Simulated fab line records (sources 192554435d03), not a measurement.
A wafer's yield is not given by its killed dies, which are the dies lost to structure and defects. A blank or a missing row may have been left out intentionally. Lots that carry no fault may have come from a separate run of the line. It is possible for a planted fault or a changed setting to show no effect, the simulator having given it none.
Split-lot study ; flow n5-finfet ; 39 wafers read across 7 lots, on a route 1938 steps long

== SPLIT DETAILS ==
At N5_BEOL_M8_ILD_DEP_00 (deposits SiCOH lowk from DEMS/porogen, target thk 179.75 nm, time 33.4 s), the setting target-thk-a was moved away from the recipe's 1797.5 angstrom on 15 of the 39 wafers read, by -35.1% to +45.1%. This setting was run at the recipe's value on the other wafers.

== THE PATH FROM SPLIT TO READING: the file shows 1 step between them ==
- N5_BEOL_M8_CURE_74: cures SiCOH lowk, time 240 s

== THE READING ==
At N5_BEOL_M8_THK_MEAS_01: M8_ILD_THK, given in nm. On this fab line, fault-free wafers typically give 155.7 nm with a standard deviation of 1.9 nm.

wafer;tool, chamber at the split;target-thk-a as run, angstrom;against the recipe;M8_ILD_THK, nm;against lot-mates on the recipe
L078.1;pecvd-04, 2;1797.5;recipe;154.4;-
L078.2;pecvd-04, 0;1523;-15.3%;131.3;-25.9
L078.3;pecvd-04, 1;1797.5;recipe;156.6;-
L078.4;pecvd-04, 1;1523;-15.3%;135.1;-22.1
L078.5;pecvd-04, 2;1523;-15.3%;132.4;-24.8
L078.6;pecvd-04, 0;1797.5;recipe;160.5;-
L080.1;pecvd-03, 2;1797.5;recipe;153.2;-
L080.2;pecvd-03, 1;1797.5;recipe;152.0;-
L080.3;pecvd-03, 0;1167;-35.1%;100.1;-53.1
L080.4;pecvd-03, 2;1167;-35.1%;101.2;-52.0
L080.5;pecvd-03, 1;1797.5;recipe;154.5;-
L080.6;pecvd-03, 0;1167;-35.1%;101.5;-51.7
L079.1;pecvd-01, 0;1797.5;recipe;152.5;-
L079.2;pecvd-01, 2;1797.5;recipe;153.7;-
L079.3;pecvd-01, 1;1797.5;recipe;155.2;-
L079.4;pecvd-01, 0;1797.5;recipe;158.4;-
L079.5;pecvd-01, 2;1797.5;recipe;157.2;-
L079.6;pecvd-01, 1;1797.5;recipe;156.7;-
L089.3;pecvd-04, 0;1797.5;recipe;153.5;-
L089.4;pecvd-04, 2;1797.5;recipe;155.5;-
L089.5;pecvd-04, 1;1797.5;recipe;158.4;-
L088.1;pecvd-01, 1;1797.5;recipe;152.1;-
L088.2;pecvd-01, 2,0;1459;-18.8%;125.0;-30.1
L088.3;pecvd-01, 2,0;1459;-18.8%;125.1;-30.0
L088.4;pecvd-01, 1;1797.5;recipe;155.9;-
L088.5;pecvd-01, 2;1797.5;recipe;157.2;-
L088.6;pecvd-01, 0;1459;-18.8%;126.2;-28.9
L090.1;pecvd-04, 0;2609;+45.1%;225.0;+69.9
L090.2;pecvd-04, 1;1797.5;recipe;154.6;-
L090.3;pecvd-04, 2;1797.5;recipe;154.9;-
L090.4;pecvd-04, 1;2609;+45.1%;226.5;+71.4
L090.5;pecvd-04, 2;2609;+45.1%;226.4;+71.3
L090.6;pecvd-04, 0;1797.5;recipe;155.7;-
L095.1;pecvd-03, 2;2518;+40.1%;217.2;+61.7
L095.2;pecvd-03, 1;1797.5;recipe;155.4;-
L095.3;pecvd-03, 0;1797.5;recipe;155.0;-
L095.4;pecvd-03, 0;2518;+40.1%;221.0;+65.5
L095.5;pecvd-03, 2;2518;+40.1%;220.5;+65.0
L095.6;pecvd-03, 1;1797.5;recipe;156.1;-
The file does not say which wafer passed through which chamber wherever a row lists several chambers: such a row stands for several wafers.

FIT RESULTS
A straight line over all 39 wafers: M8_ILD_THK changes by +1.57 nm for each +1% of target-thk-a; r = +1.00; the points scatter about the line by 1.9 nm.
The same after taking each lot's own level away (the mean of its wafers on the recipe; 39 wafers): +1.56 nm for each +1%; r = +1.00; scatter 1.8 nm.
On that fit, the largest move of target-thk-a shifts the reading by 70 nm.
Measured against the standard deviation above, the lots' own levels, which go from 153.23 to 157.17 nm, span 2.1 times it.
So the lot-to-lot level changes the slope little: the two slopes agree.
Check: with one of the wafers moved furthest among these (+45.1%) left out of the fit, the line predicts +70.9 nm for it against its lot-mates. Against them it came out at +69.9 nm.

== FURTHER SPLITS ON THESE WAFERS ==
These wafers also went through other splits before the reading. Each is held against what the fit with the lots' levels taken away leaves over:
other split on the same wafers;wafers away from the commonest value;r with M8_ILD_THK (lot level and that fit taken away)
N5_FIN_SAQP_SPACER2_ALD_28 target-thk-a;18;-0.08
N5_BEOL_M1_HM_DEP_02 target-thk-a;15;+0.02

== THE WHOLE CHAIN: every reading that the file lists as answering this split, in the file's order ==
step;what it does;reading;change (the file's fit);r (the file's)
N5_BEOL_M8_ILD_DEP_00;deposits SiCOH lowk from DEMS/porogen, target thk 179.75 nm, time 33.4 s;SiCOH_lowk_of_BEOL_M8_ILD_DEP_00.thk-nm (the simulator's own value, which no gauge read);+1.79 nm for each +1% of the setting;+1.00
N5_BEOL_M8_CURE_74;cures SiCOH lowk, time 240 s;SiCOH_lowk_of_BEOL_M8_ILD_DEP_00.thk-nm (the simulator's own value, which no gauge read);+1.56 nm for each +1% of the setting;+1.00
N5_BEOL_M8_THK_MEAS_01;;M8_ILD_THK;+1.56 for each +1% of the setting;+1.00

== FILE'S OWN FIT ==
M8_ILD_THK changes by +1.56 nm for each +1% of target-thk-a, r = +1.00.
